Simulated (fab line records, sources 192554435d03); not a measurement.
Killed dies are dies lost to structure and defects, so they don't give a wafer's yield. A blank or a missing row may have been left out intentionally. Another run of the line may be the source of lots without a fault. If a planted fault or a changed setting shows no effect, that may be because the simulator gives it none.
A sampling plan put to the test	flow n5_finfet	one fab line, 70 faults that these records tell of, each judged on the records of the lots that it struck; 1 more is left out, because the records don't allow judging it
The plan is the line's own looks: the steps of the route at which a gauge or an inspection reads the wafer and doesn't change it. Where struck wafers have a number at a look and the file lists that look's usual mean and standard deviation on fault-free wafers, the look can be judged. Caught: 4 or more of those standard deviations (sigma) separate the usual mean from the mean of the struck wafers at a look after the fault's first step. On the tool: the same test on the tool's own readings at the fault's steps. It also counts as caught if the struck wafers ran another recipe or if their record alone is blank.

## THE FAULTS, as the simulator had put them in
1. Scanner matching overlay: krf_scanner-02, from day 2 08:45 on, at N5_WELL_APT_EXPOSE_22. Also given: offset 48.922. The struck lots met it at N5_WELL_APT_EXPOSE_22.
2. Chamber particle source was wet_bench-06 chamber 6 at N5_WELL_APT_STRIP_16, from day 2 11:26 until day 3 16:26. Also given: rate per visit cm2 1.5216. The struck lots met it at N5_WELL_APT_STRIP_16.
3. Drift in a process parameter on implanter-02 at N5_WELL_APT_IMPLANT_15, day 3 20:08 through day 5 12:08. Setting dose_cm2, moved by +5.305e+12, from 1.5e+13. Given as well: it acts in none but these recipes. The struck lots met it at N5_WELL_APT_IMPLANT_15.
4. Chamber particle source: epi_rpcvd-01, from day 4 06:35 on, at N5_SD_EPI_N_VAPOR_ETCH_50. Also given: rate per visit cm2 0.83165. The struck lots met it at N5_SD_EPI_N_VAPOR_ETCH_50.
5. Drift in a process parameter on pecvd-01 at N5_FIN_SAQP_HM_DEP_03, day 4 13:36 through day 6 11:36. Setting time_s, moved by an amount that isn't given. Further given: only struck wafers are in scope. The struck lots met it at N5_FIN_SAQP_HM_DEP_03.
6. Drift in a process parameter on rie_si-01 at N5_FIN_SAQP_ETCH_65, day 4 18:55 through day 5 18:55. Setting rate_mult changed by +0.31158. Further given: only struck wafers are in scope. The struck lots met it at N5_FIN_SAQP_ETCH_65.
7. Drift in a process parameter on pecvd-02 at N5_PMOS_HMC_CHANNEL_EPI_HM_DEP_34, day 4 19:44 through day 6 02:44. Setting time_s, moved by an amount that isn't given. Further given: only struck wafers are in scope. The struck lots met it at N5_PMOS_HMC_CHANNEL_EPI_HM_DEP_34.
8. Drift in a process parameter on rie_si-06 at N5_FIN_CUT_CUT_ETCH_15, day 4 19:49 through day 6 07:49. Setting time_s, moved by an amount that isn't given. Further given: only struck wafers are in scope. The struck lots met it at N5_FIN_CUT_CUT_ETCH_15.
9. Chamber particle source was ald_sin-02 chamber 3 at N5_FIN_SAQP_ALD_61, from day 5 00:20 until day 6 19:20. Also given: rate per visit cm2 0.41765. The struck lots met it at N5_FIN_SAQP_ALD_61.
10. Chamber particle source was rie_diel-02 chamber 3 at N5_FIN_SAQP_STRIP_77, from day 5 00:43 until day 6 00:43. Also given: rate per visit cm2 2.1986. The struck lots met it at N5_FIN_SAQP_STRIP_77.
11. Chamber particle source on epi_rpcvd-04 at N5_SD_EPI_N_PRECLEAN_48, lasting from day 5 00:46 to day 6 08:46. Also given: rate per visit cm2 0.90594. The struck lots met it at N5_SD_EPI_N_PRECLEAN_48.
12. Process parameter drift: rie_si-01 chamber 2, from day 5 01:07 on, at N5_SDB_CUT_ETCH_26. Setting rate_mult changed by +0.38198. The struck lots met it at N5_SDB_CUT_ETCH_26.
13. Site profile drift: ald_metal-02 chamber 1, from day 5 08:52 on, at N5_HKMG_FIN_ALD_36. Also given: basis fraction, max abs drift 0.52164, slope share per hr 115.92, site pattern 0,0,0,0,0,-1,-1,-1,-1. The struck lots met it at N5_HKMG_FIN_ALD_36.
14. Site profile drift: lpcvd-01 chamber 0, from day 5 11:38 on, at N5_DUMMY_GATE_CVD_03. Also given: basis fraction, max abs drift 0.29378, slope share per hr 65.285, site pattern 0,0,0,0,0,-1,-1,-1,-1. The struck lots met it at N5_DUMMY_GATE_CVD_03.
15. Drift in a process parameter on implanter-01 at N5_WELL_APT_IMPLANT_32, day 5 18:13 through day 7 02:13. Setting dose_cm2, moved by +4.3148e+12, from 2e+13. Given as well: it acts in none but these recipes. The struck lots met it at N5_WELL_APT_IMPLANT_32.
16. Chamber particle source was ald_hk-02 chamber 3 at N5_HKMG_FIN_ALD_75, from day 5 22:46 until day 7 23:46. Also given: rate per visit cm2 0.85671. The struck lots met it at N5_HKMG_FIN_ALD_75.
17. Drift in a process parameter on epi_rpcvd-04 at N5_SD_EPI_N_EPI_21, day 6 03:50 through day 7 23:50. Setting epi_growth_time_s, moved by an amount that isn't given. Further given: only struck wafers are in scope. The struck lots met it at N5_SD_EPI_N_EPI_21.
18. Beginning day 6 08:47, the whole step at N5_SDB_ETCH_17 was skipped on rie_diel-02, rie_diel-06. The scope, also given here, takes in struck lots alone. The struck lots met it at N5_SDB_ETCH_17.
19. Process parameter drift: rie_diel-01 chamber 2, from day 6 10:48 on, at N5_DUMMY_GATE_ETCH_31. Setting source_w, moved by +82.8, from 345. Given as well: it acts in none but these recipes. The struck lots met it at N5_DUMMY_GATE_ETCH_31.
20. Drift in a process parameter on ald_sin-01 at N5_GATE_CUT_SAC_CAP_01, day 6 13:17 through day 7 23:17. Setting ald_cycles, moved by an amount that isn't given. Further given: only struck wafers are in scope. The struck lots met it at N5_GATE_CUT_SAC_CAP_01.
21. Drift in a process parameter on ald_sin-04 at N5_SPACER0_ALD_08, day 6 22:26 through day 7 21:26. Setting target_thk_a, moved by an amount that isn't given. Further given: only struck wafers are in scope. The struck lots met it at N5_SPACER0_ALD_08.
22. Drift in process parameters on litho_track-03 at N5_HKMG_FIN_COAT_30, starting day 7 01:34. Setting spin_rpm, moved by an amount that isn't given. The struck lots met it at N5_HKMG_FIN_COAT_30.
23. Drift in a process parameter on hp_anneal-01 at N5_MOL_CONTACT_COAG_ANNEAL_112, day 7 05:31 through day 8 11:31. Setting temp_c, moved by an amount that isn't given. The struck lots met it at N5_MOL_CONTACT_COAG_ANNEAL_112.
24. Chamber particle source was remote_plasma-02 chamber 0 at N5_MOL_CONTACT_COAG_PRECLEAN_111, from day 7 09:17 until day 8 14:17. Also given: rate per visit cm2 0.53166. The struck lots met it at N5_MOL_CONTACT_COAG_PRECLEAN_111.
25. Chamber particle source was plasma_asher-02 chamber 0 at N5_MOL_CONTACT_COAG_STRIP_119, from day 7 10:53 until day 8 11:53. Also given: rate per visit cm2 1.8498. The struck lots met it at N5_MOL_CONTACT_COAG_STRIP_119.
26. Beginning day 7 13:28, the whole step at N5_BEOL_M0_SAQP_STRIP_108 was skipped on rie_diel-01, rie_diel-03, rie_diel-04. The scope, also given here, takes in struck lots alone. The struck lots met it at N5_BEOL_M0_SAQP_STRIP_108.
27. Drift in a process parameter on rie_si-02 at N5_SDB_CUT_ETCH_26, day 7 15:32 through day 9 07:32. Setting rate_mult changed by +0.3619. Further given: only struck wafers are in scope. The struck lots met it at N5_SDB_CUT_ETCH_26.
28. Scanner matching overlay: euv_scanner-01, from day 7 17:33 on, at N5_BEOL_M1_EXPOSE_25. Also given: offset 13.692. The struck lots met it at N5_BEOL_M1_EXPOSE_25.
29. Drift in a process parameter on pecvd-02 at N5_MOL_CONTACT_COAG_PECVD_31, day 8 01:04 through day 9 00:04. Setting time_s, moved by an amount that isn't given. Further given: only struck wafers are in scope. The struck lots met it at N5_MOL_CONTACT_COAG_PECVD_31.
30. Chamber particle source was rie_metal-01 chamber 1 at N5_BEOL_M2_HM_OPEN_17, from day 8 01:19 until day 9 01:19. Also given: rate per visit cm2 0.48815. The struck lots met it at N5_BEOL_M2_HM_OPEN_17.
31. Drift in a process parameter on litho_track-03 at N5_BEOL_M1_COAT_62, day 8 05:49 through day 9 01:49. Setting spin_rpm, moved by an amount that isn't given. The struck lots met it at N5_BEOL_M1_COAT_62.
32. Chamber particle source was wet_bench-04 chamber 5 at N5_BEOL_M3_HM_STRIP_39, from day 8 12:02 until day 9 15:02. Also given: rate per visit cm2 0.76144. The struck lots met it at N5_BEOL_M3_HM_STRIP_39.
33. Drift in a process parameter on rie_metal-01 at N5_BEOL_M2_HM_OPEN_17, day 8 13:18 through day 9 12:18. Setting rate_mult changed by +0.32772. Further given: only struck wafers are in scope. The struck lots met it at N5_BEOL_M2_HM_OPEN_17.
34. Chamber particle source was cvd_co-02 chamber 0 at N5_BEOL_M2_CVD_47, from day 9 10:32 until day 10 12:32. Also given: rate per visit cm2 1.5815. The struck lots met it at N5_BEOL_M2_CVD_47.
35. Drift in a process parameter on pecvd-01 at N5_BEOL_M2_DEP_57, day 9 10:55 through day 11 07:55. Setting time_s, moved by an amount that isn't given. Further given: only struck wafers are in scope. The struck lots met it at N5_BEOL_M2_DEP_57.
36. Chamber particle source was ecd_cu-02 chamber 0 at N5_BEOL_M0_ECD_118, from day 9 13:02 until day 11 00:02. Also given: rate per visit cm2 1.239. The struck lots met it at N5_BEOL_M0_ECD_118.
37. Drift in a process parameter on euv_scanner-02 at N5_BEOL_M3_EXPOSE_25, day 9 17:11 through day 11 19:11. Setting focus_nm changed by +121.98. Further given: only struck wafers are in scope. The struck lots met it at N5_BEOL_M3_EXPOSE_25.
38. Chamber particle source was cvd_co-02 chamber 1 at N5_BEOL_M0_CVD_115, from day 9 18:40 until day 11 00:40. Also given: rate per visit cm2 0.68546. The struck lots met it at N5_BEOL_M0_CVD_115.
39. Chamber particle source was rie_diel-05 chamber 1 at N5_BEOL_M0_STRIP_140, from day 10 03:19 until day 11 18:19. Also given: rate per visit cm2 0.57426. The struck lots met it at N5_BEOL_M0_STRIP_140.
40. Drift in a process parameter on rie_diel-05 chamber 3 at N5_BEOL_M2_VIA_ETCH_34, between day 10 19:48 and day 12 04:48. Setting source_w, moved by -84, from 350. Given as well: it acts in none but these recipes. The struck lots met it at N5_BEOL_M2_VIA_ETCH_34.
41. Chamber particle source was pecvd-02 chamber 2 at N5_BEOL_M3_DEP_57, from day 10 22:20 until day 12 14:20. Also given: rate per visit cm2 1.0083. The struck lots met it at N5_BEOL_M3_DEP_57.
42. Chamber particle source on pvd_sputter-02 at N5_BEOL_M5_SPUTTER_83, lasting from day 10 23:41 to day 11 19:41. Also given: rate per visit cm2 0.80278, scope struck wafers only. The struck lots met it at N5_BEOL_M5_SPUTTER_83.
43. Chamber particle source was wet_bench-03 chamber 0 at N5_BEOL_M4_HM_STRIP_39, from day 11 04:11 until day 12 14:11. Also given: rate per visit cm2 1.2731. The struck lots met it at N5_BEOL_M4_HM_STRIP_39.
44. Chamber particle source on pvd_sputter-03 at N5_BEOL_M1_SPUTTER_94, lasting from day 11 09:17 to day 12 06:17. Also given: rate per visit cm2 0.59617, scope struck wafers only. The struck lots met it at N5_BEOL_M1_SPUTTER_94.
45. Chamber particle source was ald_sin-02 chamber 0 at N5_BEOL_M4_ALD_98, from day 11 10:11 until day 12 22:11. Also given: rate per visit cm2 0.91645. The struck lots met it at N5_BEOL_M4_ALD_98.
46. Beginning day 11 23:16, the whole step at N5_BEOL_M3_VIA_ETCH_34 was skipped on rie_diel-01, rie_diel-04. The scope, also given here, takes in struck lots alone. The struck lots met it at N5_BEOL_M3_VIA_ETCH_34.
47. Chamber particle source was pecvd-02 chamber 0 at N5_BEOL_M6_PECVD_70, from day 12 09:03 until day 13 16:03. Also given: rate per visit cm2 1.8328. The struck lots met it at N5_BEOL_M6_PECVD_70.
48. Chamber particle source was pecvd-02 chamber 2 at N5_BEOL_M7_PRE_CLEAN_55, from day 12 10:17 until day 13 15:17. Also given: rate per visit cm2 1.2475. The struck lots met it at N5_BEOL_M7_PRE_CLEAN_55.
49. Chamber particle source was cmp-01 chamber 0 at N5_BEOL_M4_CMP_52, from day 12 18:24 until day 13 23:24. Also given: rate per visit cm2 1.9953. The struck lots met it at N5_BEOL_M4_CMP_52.
50. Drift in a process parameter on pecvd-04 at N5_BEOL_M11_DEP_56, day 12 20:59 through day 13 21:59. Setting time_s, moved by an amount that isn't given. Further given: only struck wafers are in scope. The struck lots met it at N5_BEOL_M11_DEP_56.
51. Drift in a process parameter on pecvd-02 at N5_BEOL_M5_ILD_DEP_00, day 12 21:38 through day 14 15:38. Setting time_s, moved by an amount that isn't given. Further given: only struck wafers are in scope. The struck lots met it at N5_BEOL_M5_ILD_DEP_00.
52. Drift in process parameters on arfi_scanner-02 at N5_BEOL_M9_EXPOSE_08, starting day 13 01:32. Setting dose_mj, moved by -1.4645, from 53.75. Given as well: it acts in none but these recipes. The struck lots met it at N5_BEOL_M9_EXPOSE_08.
53. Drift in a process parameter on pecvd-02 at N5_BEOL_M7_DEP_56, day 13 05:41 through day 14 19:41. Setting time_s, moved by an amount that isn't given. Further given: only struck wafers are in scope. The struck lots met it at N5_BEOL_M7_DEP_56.
54. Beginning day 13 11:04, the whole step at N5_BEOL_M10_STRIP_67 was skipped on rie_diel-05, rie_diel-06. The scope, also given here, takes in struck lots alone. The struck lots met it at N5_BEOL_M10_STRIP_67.
55. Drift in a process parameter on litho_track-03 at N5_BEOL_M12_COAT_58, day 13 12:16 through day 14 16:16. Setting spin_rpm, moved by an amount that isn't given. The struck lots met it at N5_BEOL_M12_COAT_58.
56. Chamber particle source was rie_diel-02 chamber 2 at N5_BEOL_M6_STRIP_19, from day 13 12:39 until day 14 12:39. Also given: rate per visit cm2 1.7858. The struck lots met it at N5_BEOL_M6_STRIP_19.
57. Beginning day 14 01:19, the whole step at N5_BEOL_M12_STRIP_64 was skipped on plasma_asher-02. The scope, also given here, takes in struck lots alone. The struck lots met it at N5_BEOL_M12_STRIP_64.
58. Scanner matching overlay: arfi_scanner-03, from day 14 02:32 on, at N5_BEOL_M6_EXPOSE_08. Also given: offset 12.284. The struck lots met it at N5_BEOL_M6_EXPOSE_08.
59. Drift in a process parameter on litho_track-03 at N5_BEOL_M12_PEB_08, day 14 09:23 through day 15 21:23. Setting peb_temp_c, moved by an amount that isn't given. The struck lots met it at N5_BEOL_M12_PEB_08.
60. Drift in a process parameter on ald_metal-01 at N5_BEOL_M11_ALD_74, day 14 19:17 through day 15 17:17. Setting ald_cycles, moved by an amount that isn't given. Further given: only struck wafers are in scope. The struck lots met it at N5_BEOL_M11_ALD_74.
61. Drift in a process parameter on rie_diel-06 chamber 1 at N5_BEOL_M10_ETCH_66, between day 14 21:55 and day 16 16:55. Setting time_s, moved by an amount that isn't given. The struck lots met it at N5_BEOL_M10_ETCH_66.
62. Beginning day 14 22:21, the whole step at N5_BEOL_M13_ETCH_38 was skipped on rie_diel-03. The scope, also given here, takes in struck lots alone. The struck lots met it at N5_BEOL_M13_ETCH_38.
63. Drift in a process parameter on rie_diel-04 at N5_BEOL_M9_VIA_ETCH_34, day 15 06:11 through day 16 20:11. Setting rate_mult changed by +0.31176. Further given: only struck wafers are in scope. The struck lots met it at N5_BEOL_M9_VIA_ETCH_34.
64. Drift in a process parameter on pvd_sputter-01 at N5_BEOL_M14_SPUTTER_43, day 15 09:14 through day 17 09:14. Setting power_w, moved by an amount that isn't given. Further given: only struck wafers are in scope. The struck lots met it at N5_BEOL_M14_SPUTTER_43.
65. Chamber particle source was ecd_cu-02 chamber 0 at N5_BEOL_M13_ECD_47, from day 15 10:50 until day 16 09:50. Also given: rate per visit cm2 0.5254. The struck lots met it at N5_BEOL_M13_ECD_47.
66. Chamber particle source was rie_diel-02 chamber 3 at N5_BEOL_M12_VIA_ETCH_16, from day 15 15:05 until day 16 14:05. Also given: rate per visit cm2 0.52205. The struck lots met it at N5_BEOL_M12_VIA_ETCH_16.
67. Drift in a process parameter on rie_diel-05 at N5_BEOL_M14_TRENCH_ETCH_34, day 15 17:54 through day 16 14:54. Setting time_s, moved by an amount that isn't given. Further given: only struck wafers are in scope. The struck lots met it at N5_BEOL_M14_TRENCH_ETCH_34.
68. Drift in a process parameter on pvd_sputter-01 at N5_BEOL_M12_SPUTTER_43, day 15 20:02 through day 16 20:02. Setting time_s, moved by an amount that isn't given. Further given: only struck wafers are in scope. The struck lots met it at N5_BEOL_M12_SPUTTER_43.
69. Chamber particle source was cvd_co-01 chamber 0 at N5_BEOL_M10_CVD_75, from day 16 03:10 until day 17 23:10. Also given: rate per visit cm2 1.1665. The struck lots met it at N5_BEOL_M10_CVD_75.
70. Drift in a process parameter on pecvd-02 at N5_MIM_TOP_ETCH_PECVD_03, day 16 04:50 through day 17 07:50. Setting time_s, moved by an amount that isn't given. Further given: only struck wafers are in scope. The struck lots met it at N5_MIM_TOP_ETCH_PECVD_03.

## WHAT THE PLAN SAW
fault	on the tool itself	first look that catches it	reading, sigma	median hours from its first step to that look	hours from the fault's start to the first struck lot there	judged looks passed uncaught
1	no reading that can be judged	N5_WELL_APT_OVL_MEAS_26	PWELL_OVL +7.5	0.2	6	0
2	no reading that can be judged	N5_WELL_APT_INSPECT_38	raw_defect_count +99 or beyond	2.4	5	0
3	dose_ions_cm2 +99 or beyond sigma	N5_BEOL_M4_RC_MEAS_101	CJ_P +6.2	178.6	185	1
4	under 2 sigma	N5_SD_EPI_N_INSPECT_26	raw_defect_count +12	2.5	7	0
5	under 2 sigma	N5_FIN_SAQP_THK_MEAS_05	thk_nm -5.0	0.1	5	0
6	oes_product_au +11 sigma	not the one look that can be judged after it	-	-	-	1
7	under 2 sigma	not the one look that can be judged after it	-	-	-	1
8	under 2 sigma	not the one look that can be judged after it	strongest: IOFF_N at N5_BEOL_M4_RC_MEAS_101, +2.7	-	-	1
9	only faintly: precursor_pulse_height_rel +2.7 sigma	N5_FIN_CUT_INSPECT_10	raw_defect_count +18	7.8	11	3
10	only faintly: showerhead_plenum_p_Torr -3.7 sigma	N5_FIN_SAQP_INSPECT_40	raw_defect_count +17	0.5	15	1
11	under 2 sigma	N5_SD_EPI_N_INSPECT_26	raw_defect_count +14	2.8	8	0
12	under 2 sigma	not the one look that can be judged after it	strongest: SS_P at N5_BEOL_M4_RC_MEAS_101, -2.1	-	-	1
13	under 2 sigma	no look after it can be judged	-	-	-	0
14	under 2 sigma	N5_DUMMY_GATE_THK_MEAS_05	thk_nm -17	4.0	14	0
15	dose_ions_cm2 +99 or beyond sigma	N5_BEOL_M4_RC_MEAS_101	CJ_N +5.4	174.6	178	0
16	under 2 sigma	none of the 3 looks that can be judged after it	-	-	-	3
17	no reading that can be judged	N5_SD_EPI_N_EPI_MEAS_23	thk_nm -19	0.3	15	0
18	the tool's record is blank for the struck wafers	no look after it can be judged	-	-	-	0
19	rf_fwd_power_W +70 sigma	no look after it can be judged	-	-	-	0
20	under 2 sigma	N5_MOL_CONTACT_COAG_THK_MEAS_29	MD_CAP_THK +82	17.8	18	0
21	under 2 sigma	not the one look that can be judged after it	strongest: REXT_N at N5_BEOL_M4_RC_MEAS_101, -3.3	-	-	1
22	spin_speed_rpm -99 or beyond sigma	none of the 3 looks that can be judged after it	-	-	-	3
23	wafer_temp_C_max -25 sigma	none of the 2 looks that can be judged after it	-	-	-	2
24	under 2 sigma	not the one look that can be judged after it	-	-	-	1
25	under 2 sigma	N5_MOL_CONTACT_COAG_INSPECT_42	raw_defect_count +27	0.6	2	1
26	the tool's record is blank for the struck wafers	not the one look that can be judged after it	-	-	-	1
27	under 2 sigma	not the one look that can be judged after it	-	-	-	1
28	under 2 sigma	N5_BEOL_M1_OVL_MEAS_29	V0_OVL +19	0.2	2	1
29	no reading that can be judged	N5_MOL_CONTACT_COAG_THK_MEAS_53	VIA_MOL_THK -19	3.5	8	0
30	under 2 sigma	none of the 2 looks that can be judged after it	strongest: raw_defect_count at N5_BEOL_M2_INSPECT_30, +3.9	-	-	2
31	spin_speed_rpm +99 or beyond sigma	not the one look that can be judged after it	-	-	-	1
32	no reading that can be judged	not the one look that can be judged after it	-	-	-	1
33	under 2 sigma	not the one look that can be judged after it	-	-	-	1
34	no reading that can be judged	no look after it can be judged	-	-	-	0
35	under 2 sigma	none of the 3 looks that can be judged after it	strongest: M3_RS at N5_BEOL_M3_RS_MEAS_58, +3.9	-	-	3
36	no reading that can be judged	none of the 4 looks that can be judged after it	-	-	-	4
37	under 2 sigma	N5_BEOL_M3_CD_MEAS_28	cd_nm -88	0.1	0	0
38	no reading that can be judged	not the one look that can be judged after it	-	-	-	1
39	under 2 sigma	no look after it can be judged	-	-	-	0
40	rf_fwd_power_W -61 sigma	not the one look that can be judged after it	-	-	-	1
41	under 2 sigma	N5_BEOL_M3_INSPECT_59	raw_defect_count +23	0.1	33	0
42	under 2 sigma	no look after it can be judged	-	-	-	0
43	no reading that can be judged	not the one look that can be judged after it	-	-	-	1
44	under 2 sigma	not the one look that can be judged after it	-	-	-	1
45	under 2 sigma	not the one look that can be judged after it	-	-	-	1
46	the tool's record is blank for the struck wafers	no look after it can be judged	-	-	-	0
47	under 2 sigma	N5_BEOL_M6_INSPECT_13	raw_defect_count +11	2.0	8	0
48	no reading that can be judged	N5_BEOL_M7_INSPECT_58	raw_defect_count +27	0.1	7	0
49	under 2 sigma	N5_BEOL_M4_INSPECT_59	raw_defect_count +56	0.6	12	0
50	under 2 sigma	not the one look that can be judged after it	-	-	-	1
51	under 2 sigma	N5_BEOL_M5_THK_MEAS_01	M5_ILD_THK -54	0.6	1	0
52	exposure_dose_mJ_cm2 -24 sigma	no look after it can be judged	-	-	-	0
53	under 2 sigma	not the one look that can be judged after it	-	-	-	1
54	the tool's record is blank for the struck wafers	not the one look that can be judged after it	-	-	-	1
55	spin_speed_rpm +58 sigma	no look after it can be judged	-	-	-	0
56	under 2 sigma	N5_BEOL_M6_INSPECT_30	raw_defect_count +11	4.0	10	0
57	the tool's record is blank for the struck wafers	no look after it can be judged	-	-	-	0
58	no reading that can be judged	N5_BEOL_M6_OVL_MEAS_12	M6_OVL +16	0.2	6	0
59	plate_temp_C +26 sigma	N5_BEOL_M12_CD_MEAS_10	cd_nm +6.0	0.1	9	0
60	under 2 sigma	no look after it can be judged	-	-	-	0
61	run_length_s +82 sigma	no look after it can be judged	-	-	-	0
62	the tool's record is blank for the struck wafers	no look after it can be judged	-	-	-	0
63	only faintly: oes_product_au +3.0 sigma	no look after it can be judged	-	-	-	0
64	cathode_dc_power_W +99 or beyond sigma	no look after it can be judged	-	-	-	0
65	no reading that can be judged	not the one look that can be judged after it	-	-	-	1
66	only faintly: showerhead_plenum_p_Torr +2.0 sigma	no look after it can be judged	-	-	-	0
67	under 2 sigma	none of the 4 looks that can be judged after it	strongest: SERP_M14 at N5_BEOL_M15_RC_MEAS_101, +3.9	-	-	4
68	under 2 sigma	not the one look that can be judged after it	-	-	-	1
69	no reading that can be judged	no look after it can be judged	-	-	-	0
70	under 2 sigma	none of the 3 looks that can be judged after it	-	-	-	3
A dash: this means the fault isn't caught or the number doesn't appear in these records.

Caught at a look: 24 of 70. Caught on the tool: 19 of 70. By one or the other: 40 of 70.
Faults caught by the tool alone: 6, 18, 19, 22, 23, 26, 31, 40, 46, 52, 54, 55, 57, 61, 62, 64.
Caught at a look alone: faults 1, 2, 4, 5, 9, 10, 11, 14, 17, 20, 25, 28, 29, 37, 41, 47, 48, 49, 51, 56, 58.
Caught by neither: faults 7, 8, 12, 13, 16, 21, 24, 27, 30, 32, 33, 34, 35, 36, 38, 39, 42, 43, 44, 45, 50, 53, 60, 63, 65, 66, 67, 68, 69, 70.

## THINNER SAMPLING
In the worst case, this is how late the first struck lot would be measured if the look that catches a fault measured only every second or every third lot, by lot number:
fault	struck lots at that look, in order of time	every lot	every second lot	every third lot
1	L830, L831, L832, L833	6 h	12 h	18 h
2	L156, L158	5 h	may miss all 2	may miss all 2
3	L251, L254, L256	185 h	194 h	may miss all 3
4	L347, L351	7 h	may miss all 2	may miss all 2
5	L380, L382	5 h	may miss all 2	may miss all 2
9	L392	11 h	may miss it	may miss it
10	L786	15 h	may miss it	may miss it
11	L547, L549	8 h	may miss all 2	may miss all 2
14	L916, L918	14 h	may miss all 2	may miss all 2
15	L474, L478, L476	178 h	may miss all 3	203 h
17	L808, L810, L812	15 h	may miss all 3	36 h
20	L279, L283	18 h	may miss all 2	may miss all 2
25	L312	2 h	may miss it	may miss it
28	L744, L745	2 h	13 h	may miss all 2
29	L846, L847	8 h	24 h	may miss all 2
37	L160, L166	0 h	may miss all 2	may miss all 2
41	L557	33 h	may miss it	may miss it
47	L608, L610	8 h	may miss all 2	may miss all 2
48	L200	7 h	may miss it	may miss it
49	L674	12 h	may miss it	may miss it
51	L790, L794	1 h	may miss all 2	may miss all 2
56	L434, L436	10 h	may miss all 2	may miss all 2
58	L517, L522	6 h	20 h	may miss all 2
59	L995, L994	9 h	23 h	may miss all 2
The hour figures run from when the fault began to the first measured lot among those it struck. 4 sigma limit: tested on the pooled struck wafers, so a lone lot may be under it. Other struck lots may not be in these records.

## THE LONGEST TIMED WAY FROM STEP TO LOOK
In fault 3, a median of 178.6 hours elapses between N5_WELL_APT_IMPLANT_15 and N5_BEOL_M4_RC_MEAS_101. The look between them that can be judged stayed within 4 sigma: N5_PMOS_HMC_CHANNEL_EPI_CD_MEAS_09.
